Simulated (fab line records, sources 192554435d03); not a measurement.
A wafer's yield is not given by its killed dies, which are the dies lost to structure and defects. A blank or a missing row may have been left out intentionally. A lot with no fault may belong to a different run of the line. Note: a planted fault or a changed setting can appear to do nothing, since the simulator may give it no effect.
Chamber matching + flow n5Finfet + N5_SD_EPI_N_ETCH_45 on rieDiel-04 has 4 sister chambers
The step etches SiOCN in CH3F/O2, target depth 6 nm. 4 wafers are shown with their chamber, then 11 later ones without.

## EACH WAFER AND ITS CHAMBER
| wafer  | chamber | showerheadPlenumPTorr (Torr) |
|--------|---------|------------------------------|
| L087.1 | 3       | 1.95                         |
| L087.3 | 2       | 1.94                         |
| L087.6 | 1       | 2.07                         |
| L088.1 | 0       | 2.07                         |

## WAFERS WITHOUT THEIR CHAMBER
| wafer  | showerheadPlenumPTorr (Torr) |
|--------|------------------------------|
| L088.3 | 1.94                         |
| L088.5 | 1.94                         |
| L089.4 | 2.06                         |
| L089.5 | 1.94                         |
| L089.6 | 1.94                         |
| L095.1 | 2.06                         |
| L095.3 | 1.94                         |
| L095.4 | 2.06                         |
| L097.2 | 2.06                         |
| L097.5 | 1.93                         |
| L097.6 | 1.94                         |

## EACH ONE'S CHAMBER
| wafer  | from the rows above     | in truth |
|--------|-------------------------|----------|
| L088.3 | can't be placed: 2 or 3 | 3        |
| L088.5 | can't be placed: 2 or 3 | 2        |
| L089.4 | can't be placed: 0 or 1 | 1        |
| L089.5 | can't be placed: 2 or 3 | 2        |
| L089.6 | can't be placed: 2 or 3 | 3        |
| L095.1 | can't be placed: 0 or 1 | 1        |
| L095.3 | can't be placed: 2 or 3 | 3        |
| L095.4 | can't be placed: 0 or 1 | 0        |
| L097.2 | can't be placed: 0 or 1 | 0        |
| L097.5 | can't be placed: 2 or 3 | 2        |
| L097.6 | can't be placed: 2 or 3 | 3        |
0 of 11 placed correctly. Can't be placed from these rows: 11 (the true chamber is among the candidates in 11). Placed wrongly: 0.
How it was worked out, from the rows above alone: a wafer's distance from a chamber is the root of the sum, over the readings, of the square of ((its reading less the chamber's mean) divided by the reading's scatter). The wafer belongs to the nearest chamber; if the next one is less than 2 further off, it can't be placed. A chamber's mean is the mean of its shown wafers. The scatter (one wafer shown for each chamber): square how far every hidden wafer sits from the nearest shown wafer, average those squares and take the square root.
